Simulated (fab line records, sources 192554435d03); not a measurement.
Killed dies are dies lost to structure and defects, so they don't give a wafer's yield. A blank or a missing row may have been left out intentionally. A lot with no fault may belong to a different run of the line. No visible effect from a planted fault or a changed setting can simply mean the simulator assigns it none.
2 desks, one fault -- flow n5_finfet -- each desk has only its own numbers; what lay behind them comes last

## AT THE METROLOGY DESK
Means of the sampled wafers that have a number, per lot and without regard to the tool the lot ran on: this is what the gauges read. Any lot whose mean is over 4 standard deviations away from the usual mean is out of limits and marked OUT; that distance is given in the brackets. Readings shown: 7 out of 15 (the first out of limits, and those lying furthest out on some lot).
Columns: A = IOFF_N at N5_BEOL_M4_RC_MEAS_101, usual 0.150 nA/um; B = IOFF_N_LIN at N5_BEOL_M4_RC_MEAS_101, usual 0.070 nA/um; C = IOFF_N_LONG at N5_BEOL_M4_RC_MEAS_101, usual 5.58e-05 nA/um; D = ION_N at N5_BEOL_M4_RC_MEAS_101, usual 667 uA/um; E = VT_N at N5_BEOL_M4_RC_MEAS_101, usual 251 mV; F = VT_N_LONG at N5_BEOL_M4_RC_MEAS_101, usual 274.4 mV; G = VT_N_LVT at N5_BEOL_M4_RC_MEAS_101, usual 99 mV
lot,first seen here,A,B,C,D,E,F,G
L307,day 4 17:08,0.157,0.074,5.22e-05,667,251,277.2,98
L310,day 5 14:35,0.116,0.056,5.65e-05,658,255,275.6,102
L313,day 6 11:47,0.154,0.071,5.67e-05,669,250,273.4,101
L314,day 6 13:28,0.153,0.073,5.79e-05,665,249,271.8,97
L317,day 7 07:22,0.121,0.054,4.88e-05,594 (-6.6) OUT,258,281.7,104
L318,day 7 12:14,0.096,0.043,4.28e-05 (-6.2) OUT,510 (-14) OUT,264 (+4.2) OUT,287.2 (+6.1) OUT,112 (+4.2) OUT
L323,day 8 17:56,0.161,0.069,5.44e-05,664,251,274.7,98
L327,day 9 23:01,0.168,0.077,5.69e-05,676,249,274.1,98
L328,day 9 23:43,0.155,0.070,5.57e-05,666,250,273.0,96
This desk's result: L317, L318 out of limits, first on L318 (IOFF_N_LONG at N5_BEOL_M4_RC_MEAS_101), day 12 22:57. L307, L310, L313, L314, L323, L327, L328: within limits.

## TOOL OWNER'S DESK, rie_diel-01
The tool's own readings at N5_HKMG_FIN_ETCH_35 (etches SOC in N2/H2, target depth 215.8 nm, time 243.4 s): means of the sampled wafers that have a number, for each lot that ran on this tool. Any lot whose mean is over 4 standard deviations away from the usual mean is out of limits and marked OUT; that distance is given in the brackets.
Columns: A = chamber_pressure_mTorr at N5_HKMG_FIN_ETCH_35, usual 30.000 mTorr; B = drypump_motor_current_A at N5_HKMG_FIN_ETCH_35, usual 5.9 A; C = oes_product_au at N5_HKMG_FIN_ETCH_35, usual 0.77 a.u.; D = rf_vpp_V at N5_HKMG_FIN_ETCH_35, usual 141.3 V; E = run_length_s at N5_HKMG_FIN_ETCH_35, usual 267.0 s; F = showerhead_plenum_p_Torr at N5_HKMG_FIN_ETCH_35, usual 2.51 Torr; G = throttle_valve_pct at N5_HKMG_FIN_ETCH_35, usual 17.8 %
lot,first seen here,A,B,C,D,E,F,G
L307,day 4 17:30,30.007,6.4,0.86,141.1,266.9,2.46,17.9
L310,day 5 14:57,29.985,5.9,0.98,141.3,267.4,2.48,17.4
L313,day 6 12:08,30.007,6.1,0.87,140.6,267.1,2.53,17.7
L317,day 7 07:44,30.020,6.2,0.86,141.7,230.5 (-99 or more) OUT,2.46,17.8
L318,day 7 12:35,30.005,6.2,0.84,139.8,194.4 (-99 or more) OUT,2.46,17.8
This desk finds L317, L318 out of limits, L317 being first, at day 7 07:44 (run_length_s at N5_HKMG_FIN_ETCH_35). L307, L310, L313: within limits.

## PUT TOGETHER
The tool owner's desk could have raised an alarm at day 7 07:44, on L317, L318.
An alarm was possible from the metrology desk at day 12 22:57, on L317, L318.
Of the lots named, all ran N5_HKMG_FIN_ETCH_35 on rie_diel-01.

## WHAT THE SIMULATOR HAD INSERTED
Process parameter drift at N5_HKMG_FIN_ETCH_35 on rie_diel-01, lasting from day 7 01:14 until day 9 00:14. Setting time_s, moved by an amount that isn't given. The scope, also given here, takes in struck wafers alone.
Shown lots that were struck: L317, L318.
Counting hours from when the fault started, the first reading out of limits came at 6 for the tool owner's desk and at 142 for the metrology desk.
